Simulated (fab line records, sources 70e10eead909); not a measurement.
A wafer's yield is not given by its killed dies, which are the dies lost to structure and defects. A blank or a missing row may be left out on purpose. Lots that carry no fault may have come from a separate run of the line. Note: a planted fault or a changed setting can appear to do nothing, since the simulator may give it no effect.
Which tool did it? ; flow nandHarc ; 12 lots with 35 wafers sampled at 5 steps, on a route of 1159 steps

== WHAT THE GAUGES READ, wafer by wafer ==
NHARC_P_M1_THK_MEAS_24: measures by xrf. Usual: 157.2 nm for thkNm, sd 1.4.
lot;measured;on;thkNm (nm);flag
L144;day 6 12:32;filmMetro-01;158.0 160.1 158.8;
L145;day 6 16:03;filmMetro-01;157.9 154.9 154.7;
L147;day 6 19:29;filmMetro-01;157.7 157.9 159.0;
L149;day 7 09:02;filmMetro-02;156.6 157.8 158.3;
L150;day 7 14:49;filmMetro-02;156.8 160.2 159.4;
L151;day 7 20:16;filmMetro-01;157.8 155.3 157.4;
L152;day 8 07:02;filmMetro-02;156.7 155.0 155.5;
L155;day 9 00:30;filmMetro-02;156.8 157.5 159.9;
L156;day 9 11:37;filmMetro-02;157.4 157.3 158.8;
L160;day 10 06:07;filmMetro-02;155.7 157.0;
L164;day 10 23:53;filmMetro-01;155.9 159.2 154.0;
L166;day 11 08:04;filmMetro-02;156.9 157.4 155.9;

NHARC_END_SORT_01. Usual: defectLimitedYield 95.2 %, standard deviation 1.6; killedAtArray 29, standard deviation 11; killedAtOther 0.6, standard deviation 0.75; killedAtPeriphery 3.1, standard deviation 2.1; killedDies 32, standard deviation 11; killedOpen 3.0, standard deviation 1.8; killedShort 1.8, standard deviation 1.3; sort_bin_2_pct 1.5 %, standard deviation 0.7; sort_bin_3_pct 0.26 %, standard deviation 0.22; sort_bin_4_pct 3.0 %, standard deviation 1; sortNPass 645, standard deviation 11; sortRimYieldPct 94.9 %, standard deviation 3; sortYieldPct 95.2 %, standard deviation 1.6.
lot;measured;on;defectLimitedYield (%);killedAtArray;killedAtOther;killedAtPeriphery;killedDies;killedOpen;killedShort;sort_bin_2_pct (%);sort_bin_3_pct (%);sort_bin_4_pct (%);sortNPass;sortRimYieldPct (%);sortYieldPct (%);flag
L151;day 20 18:38;prober-01;96.6 94.7 94.4;19 34 32;0 0 0;4 2 6;23 36 38;6 4 3;1 1 2;1.6 0.9 1.3;0 0.44 0.59;1.8 4.0 3.7;654 641 639;95.3 95.3 94.3;96.6 94.7 94.4;

== WHICH TOOL RAN EACH LOT (tool, then ch and the chambers of the sampled wafers, then the start) ==
lot;NHARC_P_M1_PRE_CLEAN_30;NHARC_P_M2_EXPOSE_06;NHARC_P_M2_DESCUM_14
L144;pvdSputter-02, day 6 12:32 or earlier;arfiScanner-02 ch 0, day 6 14:19;rieDiel-06 ch 0,1,3, day 6 14:40
L145;pvdSputter-01, day 6 16:03 or earlier;arfiScanner-03 ch 0, day 6 17:28;rieDiel-06 ch 1,3, day 6 17:48
L147;pvdSputter-02, day 6 19:29 or earlier;arfiScanner-02 ch 0, day 6 20:58;rieDiel-06 ch 1,2, day 6 21:17
L149;pvdSputter-03, day 7 09:02 or earlier;arfiScanner-02 ch 0, day 7 10:27;rieDiel-06 ch 0,3, day 7 10:46
L150;pvdSputter-02, day 7 14:49 or earlier;arfiScanner-03 ch 0, day 7 16:34;rieDiel-06 ch 0,3, day 7 16:54
L151;pvdSputter-02, day 7 20:16 or earlier;arfiScanner-01 ch 0, day 7 21:51;rieDiel-08 ch 0,3, day 7 22:10
L152;pvdSputter-03, day 8 07:02 or earlier;arfiScanner-01 ch 0, day 8 08:17;rieDiel-06 ch 0,3, day 8 08:38
L155;pvdSputter-03, day 9 00:30 or earlier;arfiScanner-02 ch 0, day 9 01:53;rieDiel-10 ch 1,2,3, day 9 02:13
L156;pvdSputter-01, day 9 11:37 or earlier;arfiScanner-03 ch 0, day 9 13:02;rieDiel-06 ch 0,2, day 9 13:21
L160;pvdSputter-03, day 10 06:07 or earlier;arfiScanner-02 ch 0, day 10 07:32;rieDiel-08 ch 2,3, day 10 07:53
L164;pvdSputter-01, day 10 23:53 or earlier;arfiScanner-01 ch 0, day 11 01:12;rieDiel-08 ch 0,1,3, day 11 01:32
L166;pvdSputter-03, day 11 08:04 or earlier;arfiScanner-03 ch 0, day 11 09:28;rieDiel-08 ch 2,3, day 11 09:47
- NHARC_P_M1_PRE_CLEAN_30: time 30 s.
- NHARC_P_M2_EXPOSE_06: exposes mask P M2, target cd 170 nm.
- NHARC_P_M2_DESCUM_14: chemistry O2, time 3 s.

== AS READ BY THE TOOLS THEMSELVES (means over the sampled wafers that have a number; for cases with no such wafer, the mark the record gives instead) ==
NHARC_P_M1_PRE_CLEAN_30. Usual: 399 W for heaterPowerW, sd 31.
lot;tool;heaterPowerW (W);flag
L144;pvdSputter-02;392;
L145;pvdSputter-01;439;
L147;pvdSputter-02;406;
L149;pvdSputter-03;385;
L150;pvdSputter-02;388;
L151;pvdSputter-02;385;
L152;pvdSputter-03;374;
L155;pvdSputter-03;372;
L156;pvdSputter-01;443;
L160;pvdSputter-03;368;
L164;pvdSputter-01;427;
L166;pvdSputter-03;372;

NHARC_P_M2_EXPOSE_06. Usual: 80.74 for exposureDoseMJCm2, sd 0.095.
lot;tool;exposureDoseMJCm2;flag
L144;arfiScanner-02;80.85;
L145;arfiScanner-03;80.73;
L147;arfiScanner-02;80.74;
L149;arfiScanner-02;80.80;
L150;arfiScanner-03;80.71;
L151;arfiScanner-01;80.62;
L152;arfiScanner-01;80.71;
L155;arfiScanner-02;80.80;
L156;arfiScanner-03;80.89;
L160;arfiScanner-02;80.28;OFF
L164;arfiScanner-01;80.71;
L166;arfiScanner-03;80.73;

NHARC_P_M2_DESCUM_14. Usual: drypumpMotorCurrentA 5.8 A, standard deviation 0.35; oesProductAu 1.006 a.u., standard deviation 0.0091; rfVppV 57.9 V, standard deviation 0.87; showerheadPlenumPTorr 1.90 Torr, standard deviation 0.066; throttleValvePct 11.312 %, standard deviation 0.009.
lot;tool;drypumpMotorCurrentA (A);oesProductAu (a.u.);rfVppV (V);showerheadPlenumPTorr (Torr);throttleValvePct (%);flag
L144;rieDiel-06;5.8;1.010;58.0;1.88;11.320;
L145;rieDiel-06;5.7;1.003;57.4;1.86;11.307;
L147;rieDiel-06;6.0;1.013;57.8;1.93;11.317;
L149;rieDiel-06;5.7;1.002;57.5;1.87;11.318;
L150;rieDiel-06;5.5;1.007;58.2;1.85;11.316;
L151;rieDiel-08;5.6;1.005;58.1;1.91;11.303;
L152;rieDiel-06;5.7;1.014;57.6;1.87;11.318;
L155;rieDiel-10;5.4;1.003;57.9;1.92;11.315;
L156;rieDiel-06;5.7;1.000;58.1;1.94;11.316;
L160;rieDiel-08;5.7;1.006;57.8;1.85;11.308;
L164;rieDiel-08;6.0;1.009;59.2;1.94;11.305;
L166;rieDiel-08;5.7;1.005;57.6;1.82;11.312;

== THE ANSWER, worked out from the rows above alone ==
Rule: a lot is off if the mean of its wafers that have a number lies more than 3 standard deviations from the usual mean. A lot without any number at a reading at which 4 lots or more have one is off too. The other lots that the step has rows for count as sound. First the gauges in route order, then the tools' own readings, where a lot's mean is used as printed above. At the first step where some lot is off, the reading lying furthest off is the one used; lots without a number count as furthest.
Off: L160 (NHARC_P_M2_EXPOSE_06, exposureDoseMJCm2).
If a tool, at that step or one of the process steps before it, ran each lot that is off and ran no sound lot following the first of them, it fits. NHARC_P_M1_PRE_CLEAN_30 gives no start for some lots, so the hours and the order of its lots are those of NHARC_P_M1_THK_MEAS_24. One fits: arfiScanner-02 at NHARC_P_M2_EXPOSE_06. Its last sound lot is L155 (day 9 01:53), its first lot that is off L160 (day 10 07:32): a fault that began between those two fits.
The tool's own readings at NHARC_P_M2_EXPOSE_06 bear it out: on the lots that are off they differ by more than 5 times the standard deviation of the sound lots' means. exposureDoseMJCm2 reads 80.28 there against 80.75 on the sound lots.

== WHAT THE SIMULATOR HAD PUT IN ==
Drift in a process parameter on arfiScanner-02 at NHARC_P_M2_EXPOSE_06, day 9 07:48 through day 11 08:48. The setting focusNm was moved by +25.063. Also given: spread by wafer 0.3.
Shown lots that were struck: L160. The rule above found the same.
